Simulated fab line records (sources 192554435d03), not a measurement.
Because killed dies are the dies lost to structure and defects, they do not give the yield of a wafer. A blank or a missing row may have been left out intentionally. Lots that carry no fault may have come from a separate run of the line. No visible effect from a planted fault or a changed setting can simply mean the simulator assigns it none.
Which tool was responsible? :: flow n5_finfet :: 24 wafers from 8 lots sampled at 5 of the route's 1938 steps

## WHAT THE GAUGES SHOWED, per wafer
N5_BEOL_M4_RC_MEAS_101. Usual: DIBL_N 36.0 mV/V, standard deviation 1.7; DIBL_P 36.2 mV/V, standard deviation 1.9; IOFF_N 0.154 nA/um, standard deviation 0.028; IOFF_P 0.21 nA/um, standard deviation 0.036; ION_N 675 uA/um, standard deviation 11; ION_P 463 uA/um, standard deviation 8.3; SS_N 71.4 mV/dec, standard deviation 0.63; SS_P 73.2 mV/dec, standard deviation 0.55; VT_N 250.2 mV, standard deviation 3; VT_P -251 mV, standard deviation 3.7.
lot: L649
measured: day 9 05:26
on: prober-01
DIBL_N (mV/V): 35.0 38.3 39.0
DIBL_P (mV/V): 33.2 38.5 38.7
IOFF_N (nA/um): 0.116 0.186 0.196
IOFF_P (nA/um): 0.17 0.26 0.26
ION_N (uA/um): 670 688 700
ION_P (uA/um): 455 474 477
SS_N (mV/dec): 71.2 72.9 72.4
SS_P (mV/dec): 73.0 73.9 73.9
VT_N (mV): 252.2 245.6 245.2
VT_P (mV): -252 -247 -246
flag: 

lot: L651
measured: day 11 04:26
on: prober-02
DIBL_N (mV/V): 32.7 35.9 36.7
DIBL_P (mV/V): 32.2 34.8 36.0
IOFF_N (nA/um): 0.103 0.140 0.152
IOFF_P (nA/um): 0.16 0.19 0.20
ION_N (uA/um): 668 672 678
ION_P (uA/um): 463 457 458
SS_N (mV/dec): 70.7 70.7 70.6
SS_P (mV/dec): 72.2 73.0 73.6
VT_N (mV): 255.7 251.5 250.0
VT_P (mV): -256 -255 -251
flag: 

lot: L655
measured: day 12 05:21
on: prober-01
DIBL_N (mV/V): 36.9 35.5 36.7
DIBL_P (mV/V): 37.4 35.5 36.4
IOFF_N (nA/um): 0.154 0.126 0.142
IOFF_P (nA/um): 0.20 0.18 0.18
ION_N (uA/um): 673 660 670
ION_P (uA/um): 455 455 455
SS_N (mV/dec): 71.7 72.1 71.4
SS_P (mV/dec): 73.4 72.6 73.1
VT_N (mV): 252.1 252.8 250.3
VT_P (mV): -252 -252 -254
flag: 

lot: L656
measured: day 12 12:19
on: prober-01
DIBL_N (mV/V): 32.5 35.8 33.1
DIBL_P (mV/V): 32.9 37.7 34.8
IOFF_N (nA/um): 0.102 0.158 0.113
IOFF_P (nA/um): 0.15 0.21 0.17
ION_N (uA/um): 657 673 662
ION_P (uA/um): 452 465 463
SS_N (mV/dec): 70.8 71.1 70.6
SS_P (mV/dec): 71.7 73.0 72.3
VT_N (mV): 255.7 249.3 252.1
VT_P (mV): -254 -248 -254
flag: 

lot: L666
measured: day 15 03:25
on: prober-02
DIBL_N (mV/V): 37.2 39.3 36.8
DIBL_P (mV/V): 37.0 38.5 36.7
IOFF_N (nA/um): 0.177 0.221 0.175
IOFF_P (nA/um): 0.23 0.26 0.24
ION_N (uA/um): 681 682 687
ION_P (uA/um): 468 466 474
SS_N (mV/dec): 71.8 72.9 70.9
SS_P (mV/dec): 73.7 73.6 74.0
VT_N (mV): 250.5 246.6 247.1
VT_P (mV): -249 -246 -248
flag: 

lot: L667
measured: day 15 04:00
on: prober-01
DIBL_N (mV/V): 35.2 33.8 36.6
DIBL_P (mV/V): 32.4 32.5 35.7
IOFF_N (nA/um): 0.128 0.107 0.150
IOFF_P (nA/um): 0.17 0.17 0.22
ION_N (uA/um): 662 669 673
ION_P (uA/um): 459 462 466
SS_N (mV/dec): 70.8 70.2 71.1
SS_P (mV/dec): 72.1 72.8 72.9
VT_N (mV): 256.1 258.0 251.3
VT_P (mV): -253 -255 -248
flag: 

lot: L670
measured: day 15 08:19
on: prober-01
DIBL_N (mV/V): 36.7 37.2 36.0
DIBL_P (mV/V): 35.6 37.2 34.8
IOFF_N (nA/um): 0.158 0.174 0.164
IOFF_P (nA/um): 0.24 0.26 0.23
ION_N (uA/um): 666 677 686
ION_P (uA/um): 465 471 477
SS_N (mV/dec): 71.5 71.2 71.5
SS_P (mV/dec): 73.4 73.7 73.0
VT_N (mV): 252.7 247.7 248.4
VT_P (mV): -247 -243 -247
flag: 

lot: L671
measured: day 15 11:02
on: prober-02
DIBL_N (mV/V): 36.1 35.9 37.9
DIBL_P (mV/V): 36.9 34.8 39.6
IOFF_N (nA/um): 0.145 0.148 0.192
IOFF_P (nA/um): 0.21 0.19 0.25
ION_N (uA/um): 660 662 697
ION_P (uA/um): 455 456 471
SS_N (mV/dec): 71.4 71.4 72.3
SS_P (mV/dec): 73.0 72.7 73.9
VT_N (mV): 253.2 252.0 247.7
VT_P (mV): -253 -252 -249
flag: 

## WHICH TOOL RAN EACH LOT (tool, then ch and the chambers of the sampled wafers, then the start)
lot: L649
N5_MOL_CONTACT_COAG_ETCH_89: rie_diel-05 ch 0,1,3, day 5 19:40
N5_MOL_CONTACT_COAG_VIA_ETCH_46: rie_diel-05 ch 1,3, day 5 20:17
N5_MOL_CONTACT_COAG_STRIP_119: plasma_asher-01 ch 0,1, day 5 20:29
N5_MOL_CONTACT_COAG_EXPOSE_37: euv_scanner-02 ch 0, day 5 21:12

lot: L651
N5_MOL_CONTACT_COAG_ETCH_89: rie_diel-01 ch 0,1,3, day 6 06:06
N5_MOL_CONTACT_COAG_VIA_ETCH_46: rie_diel-01 ch 0,1, day 6 06:32
N5_MOL_CONTACT_COAG_STRIP_119: plasma_asher-02 ch 0,1, day 6 06:44
N5_MOL_CONTACT_COAG_EXPOSE_37: euv_scanner-02 ch 0, day 6 07:12

lot: L655
N5_MOL_CONTACT_COAG_ETCH_89: rie_diel-05 ch 1,2, day 6 18:48
N5_MOL_CONTACT_COAG_VIA_ETCH_46: rie_diel-01 ch 0,2,3, day 6 19:21
N5_MOL_CONTACT_COAG_STRIP_119: plasma_asher-02 ch 0,1, day 6 19:32
N5_MOL_CONTACT_COAG_EXPOSE_37: euv_scanner-02 ch 0, day 6 19:59

lot: L656
N5_MOL_CONTACT_COAG_ETCH_89: rie_diel-03 ch 0,1,3, day 7 04:53
N5_MOL_CONTACT_COAG_VIA_ETCH_46: rie_diel-01 ch 0,1,3, day 7 05:20
N5_MOL_CONTACT_COAG_STRIP_119: plasma_asher-01 ch 0,1, day 7 05:31
N5_MOL_CONTACT_COAG_EXPOSE_37: euv_scanner-02 ch 0, day 7 05:50

lot: L666
N5_MOL_CONTACT_COAG_ETCH_89: rie_diel-05 ch 0,1,3, day 9 14:40
N5_MOL_CONTACT_COAG_VIA_ETCH_46: rie_diel-03 ch 0,2,3, day 9 15:31
N5_MOL_CONTACT_COAG_STRIP_119: plasma_asher-01 ch 0,1, day 9 15:42
N5_MOL_CONTACT_COAG_EXPOSE_37: euv_scanner-01 ch 0, day 9 16:09

lot: L667
N5_MOL_CONTACT_COAG_ETCH_89: rie_diel-01 ch 1,2,3, day 9 22:13
N5_MOL_CONTACT_COAG_VIA_ETCH_46: rie_diel-03 ch 1,2,3, day 9 22:44
N5_MOL_CONTACT_COAG_STRIP_119: plasma_asher-01 ch 0,1, day 9 22:56
N5_MOL_CONTACT_COAG_EXPOSE_37: euv_scanner-01 ch 0, day 9 23:15

lot: L670
N5_MOL_CONTACT_COAG_ETCH_89: rie_diel-05 ch 0,3, day 10 17:29
N5_MOL_CONTACT_COAG_VIA_ETCH_46: rie_diel-05 ch 0,3, day 10 17:55
N5_MOL_CONTACT_COAG_STRIP_119: plasma_asher-01 ch 0,1, day 10 18:07
N5_MOL_CONTACT_COAG_EXPOSE_37: euv_scanner-01 ch 0, day 10 18:34

lot: L671
N5_MOL_CONTACT_COAG_ETCH_89: rie_diel-03 ch 0,1,2, day 10 20:40
N5_MOL_CONTACT_COAG_VIA_ETCH_46: rie_diel-01 ch 0,1,3, day 10 21:05
N5_MOL_CONTACT_COAG_STRIP_119: plasma_asher-02 ch 0,1, day 10 21:17
N5_MOL_CONTACT_COAG_EXPOSE_37: euv_scanner-01 ch 0, day 10 21:36
- N5_MOL_CONTACT_COAG_ETCH_89: etches underlayer in N2/H2, target depth 13 nm, time 10.4 s.
- N5_MOL_CONTACT_COAG_VIA_ETCH_46: etches SiO2 in C4F6/O2, target depth 46 nm, overetch 9.2 nm, time 40 s.
- N5_MOL_CONTACT_COAG_STRIP_119: strips in N2/H2, time 30 s.
- N5_MOL_CONTACT_COAG_EXPOSE_37: exposes mask VD, defocus 0 nm.

## WHAT THE TOOLS THEMSELVES READ (means of the sampled wafers that have a number; where no wafer has one, the mark that the record gives instead)
N5_MOL_CONTACT_COAG_ETCH_89. Usual: bias_w 150.0 W, standard deviation 0.44; drypump_motor_current_A 6.0 A, standard deviation 0.49; etch_rf_on_time_s 10.35 s, standard deviation 0.21; oes_product_au 0.70 a.u., standard deviation 0.064; rf_vpp_V 523.7 V, standard deviation 2.3; showerhead_plenum_p_Torr 2.53 Torr, standard deviation 0.083; throttle_valve_pct 17.80 %, standard deviation 0.27.
lot: L649
tool: rie_diel-05
bias_w (W): 150.4
drypump_motor_current_A (A): 5.7
etch_rf_on_time_s (s): 10.36
oes_product_au (a.u.): 0.64
rf_vpp_V (V): 523.9
showerhead_plenum_p_Torr (Torr): 2.52
throttle_valve_pct (%): 17.80
flag: 

lot: L651
tool: rie_diel-01
bias_w (W): 150.0
drypump_motor_current_A (A): 5.9
etch_rf_on_time_s (s): 10.34
oes_product_au (a.u.): 0.69
rf_vpp_V (V): 520.8
showerhead_plenum_p_Torr (Torr): 2.42
throttle_valve_pct (%): 17.62
flag: 

lot: L655
tool: rie_diel-05
bias_w (W): 149.9
drypump_motor_current_A (A): 5.8
etch_rf_on_time_s (s): 10.13
oes_product_au (a.u.): 0.72
rf_vpp_V (V): 526.1
showerhead_plenum_p_Torr (Torr): 2.59
throttle_valve_pct (%): 17.83
flag: 

lot: L656
tool: rie_diel-03
bias_w (W): 150.2
drypump_motor_current_A (A): 6.0
etch_rf_on_time_s (s): 10.48
oes_product_au (a.u.): 0.69
rf_vpp_V (V): 524.7
showerhead_plenum_p_Torr (Torr): 2.56
throttle_valve_pct (%): 18.00
flag: 

lot: L666
tool: rie_diel-05
bias_w (W): 149.9
drypump_motor_current_A (A): 5.7
etch_rf_on_time_s (s): 10.38
oes_product_au (a.u.): 0.76
rf_vpp_V (V): 522.5
showerhead_plenum_p_Torr (Torr): 2.51
throttle_valve_pct (%): 17.55
flag: 

lot: L667
tool: rie_diel-01
bias_w (W): 150.0
drypump_motor_current_A (A): 5.7
etch_rf_on_time_s (s): 10.35
oes_product_au (a.u.): 0.64
rf_vpp_V (V): 521.4
showerhead_plenum_p_Torr (Torr): 2.47
throttle_valve_pct (%): 17.72
flag: 

lot: L670
tool: rie_diel-05
bias_w (W): 150.4
drypump_motor_current_A (A): 5.4
etch_rf_on_time_s (s): 10.42
oes_product_au (a.u.): 0.73
rf_vpp_V (V): 524.1
showerhead_plenum_p_Torr (Torr): 2.54
throttle_valve_pct (%): 17.60
flag: 

lot: L671
tool: rie_diel-03
bias_w (W): 150.0
drypump_motor_current_A (A): 6.4
etch_rf_on_time_s (s): 10.46
oes_product_au (a.u.): 0.70
rf_vpp_V (V): 523.0
showerhead_plenum_p_Torr (Torr): 2.54
throttle_valve_pct (%): 17.86
flag: 

N5_MOL_CONTACT_COAG_VIA_ETCH_46. Usual: bias_w 455.0 W, standard deviation 1.3; drypump_motor_current_A 5.9 A, standard deviation 0.48; mfc_ar_sccm 299.9 sccm, standard deviation 0.87; oes_product_au 0.72 a.u., standard deviation 0.067; rf_vpp_V 1573 V, standard deviation 27; showerhead_plenum_p_Torr 2.83 Torr, standard deviation 0.099; throttle_valve_pct 40.8 %, standard deviation 0.44.
lot: L649
tool: rie_diel-05
bias_w (W): 455.6
drypump_motor_current_A (A): 5.8
mfc_ar_sccm (sccm): 299.9
oes_product_au (a.u.): 0.60
rf_vpp_V (V): 1578
showerhead_plenum_p_Torr (Torr): 2.81
throttle_valve_pct (%): 40.7
flag: 

lot: L651
tool: rie_diel-01
bias_w (W): 455.1
drypump_motor_current_A (A): 6.4
mfc_ar_sccm (sccm): 300.1
oes_product_au (a.u.): 0.75
rf_vpp_V (V): 1546
showerhead_plenum_p_Torr (Torr): 2.77
throttle_valve_pct (%): 40.7
flag: 

lot: L655
tool: rie_diel-01
bias_w (W): 454.8
drypump_motor_current_A (A): 5.6
mfc_ar_sccm (sccm): 300.1
oes_product_au (a.u.): 0.69
rf_vpp_V (V): 1578
showerhead_plenum_p_Torr (Torr): 2.76
throttle_valve_pct (%): 40.6
flag: 

lot: L656
tool: rie_diel-01
bias_w (W): 455.5
drypump_motor_current_A (A): 5.9
mfc_ar_sccm (sccm): 300.0
oes_product_au (a.u.): 0.71
rf_vpp_V (V): 1555
showerhead_plenum_p_Torr (Torr): 2.70
throttle_valve_pct (%): 40.5
flag: 

lot: L666
tool: rie_diel-03
bias_w (W): 455.6
drypump_motor_current_A (A): 6.1
mfc_ar_sccm (sccm): 300.1
oes_product_au (a.u.): 0.69
rf_vpp_V (V): 1582
showerhead_plenum_p_Torr (Torr): 2.86
throttle_valve_pct (%): 41.3
flag: 

lot: L667
tool: rie_diel-03
bias_w (W): 455.9
drypump_motor_current_A (A): 6.3
mfc_ar_sccm (sccm): 299.9
oes_product_au (a.u.): 0.70
rf_vpp_V (V): 1572
showerhead_plenum_p_Torr (Torr): 2.90
throttle_valve_pct (%): 41.1
flag: 

lot: L670
tool: rie_diel-05
bias_w (W): 454.8
drypump_motor_current_A (A): 5.5
mfc_ar_sccm (sccm): 299.7
oes_product_au (a.u.): 0.79
rf_vpp_V (V): 1568
showerhead_plenum_p_Torr (Torr): 2.83
throttle_valve_pct (%): 40.8
flag: 

lot: L671
tool: rie_diel-01
bias_w (W): 454.9
drypump_motor_current_A (A): 5.9
mfc_ar_sccm (sccm): 300.3
oes_product_au (a.u.): 0.69
rf_vpp_V (V): 1552
showerhead_plenum_p_Torr (Torr): 2.69
throttle_valve_pct (%): 40.6
flag: 

N5_MOL_CONTACT_COAG_STRIP_119. Usual: drypump_motor_current_A 6.0 A, standard deviation 0.31; heater_power_w 336 W, standard deviation 30.
lot: L649
tool: plasma_asher-01
drypump_motor_current_A (A): 6.2
heater_power_w (W): 349
flag: 

lot: L651
tool: plasma_asher-02
drypump_motor_current_A (A): 5.7
heater_power_w (W): 294
flag: 

lot: L655
tool: plasma_asher-02
drypump_motor_current_A (A): 5.6
heater_power_w (W): 294
flag: 

lot: L656
tool: plasma_asher-01
drypump_motor_current_A (A): 6.2
heater_power_w (W): 348
flag: 

lot: L666
tool: plasma_asher-01
drypump_motor_current_A (A): 6.2
heater_power_w (W): 352
flag: 

lot: L667
tool: plasma_asher-01
drypump_motor_current_A (A): 6.2
heater_power_w (W): 353
flag: 

lot: L670
tool: plasma_asher-01
drypump_motor_current_A (A): 6.3
heater_power_w (W): 351
flag: 

lot: L671
tool: plasma_asher-02
drypump_motor_current_A (A): 5.7
heater_power_w (W): 298
flag: 

N5_MOL_CONTACT_COAG_EXPOSE_37. Usual: exposure_dose_mJ_cm2 61.98, standard deviation 0.076; reticle_temp_C 22.99 C, standard deviation 0.1.
lot: L649
tool: euv_scanner-02
exposure_dose_mJ_cm2: 62.02
reticle_temp_C (C): 23.00
flag: 

lot: L651
tool: euv_scanner-02
exposure_dose_mJ_cm2: 62.06
reticle_temp_C (C): 23.11
flag: 

lot: L655
tool: euv_scanner-02
exposure_dose_mJ_cm2: 63.33
reticle_temp_C (C): 22.86
flag: OFF

lot: L656
tool: euv_scanner-02
exposure_dose_mJ_cm2: 63.06
reticle_temp_C (C): 22.88
flag: OFF

lot: L666
tool: euv_scanner-01
exposure_dose_mJ_cm2: 61.89
reticle_temp_C (C): 23.01
flag: 

lot: L667
tool: euv_scanner-01
exposure_dose_mJ_cm2: 61.93
reticle_temp_C (C): 23.03
flag: 

lot: L670
tool: euv_scanner-01
exposure_dose_mJ_cm2: 61.83
reticle_temp_C (C): 22.97
flag: 

lot: L671
tool: euv_scanner-01
exposure_dose_mJ_cm2: 61.92
reticle_temp_C (C): 22.99
flag: 

## THE ANSWER, worked out from the rows above alone
Rule: a lot counts as off when the mean over its wafers that have a number is more than 3 standard deviations away from the usual mean. A lot without any number at a reading at which 4 lots or more have one is off too. The other lots that the step has rows for count as sound. First the gauges in route order, then the tools' own readings, where a lot's mean is used as printed above. At the first step where some lot is off, the reading lying furthest off is the one used; lots without a number count as furthest.
Off at N5_MOL_CONTACT_COAG_EXPOSE_37 (exposure_dose_mJ_cm2): L655, L656.
A tool fits if, at that step or a process step before it, it ran every lot that is off, and no sound lot after the first of them. One candidate fits, namely euv_scanner-02 at N5_MOL_CONTACT_COAG_EXPOSE_37. A fault onset in the window from L651 (day 6 07:12, its last sound lot) to L655 (day 6 19:59, its first lot off) fits.
The tool's own readings at N5_MOL_CONTACT_COAG_EXPOSE_37 bear it out: on the lots that are off they differ by more than 5 times the standard deviation of the sound lots' means. exposure_dose_mJ_cm2 reads 63.20 there against 61.94 on the sound lots.

## WHAT WAS PUT IN BY THE SIMULATOR
Drift in process parameters on euv_scanner-02 at N5_MOL_CONTACT_COAG_EXPOSE_37, starting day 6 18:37. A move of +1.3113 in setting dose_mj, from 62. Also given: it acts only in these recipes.
Lots struck among those shown: L655, L656. The rule above reached the same finding.
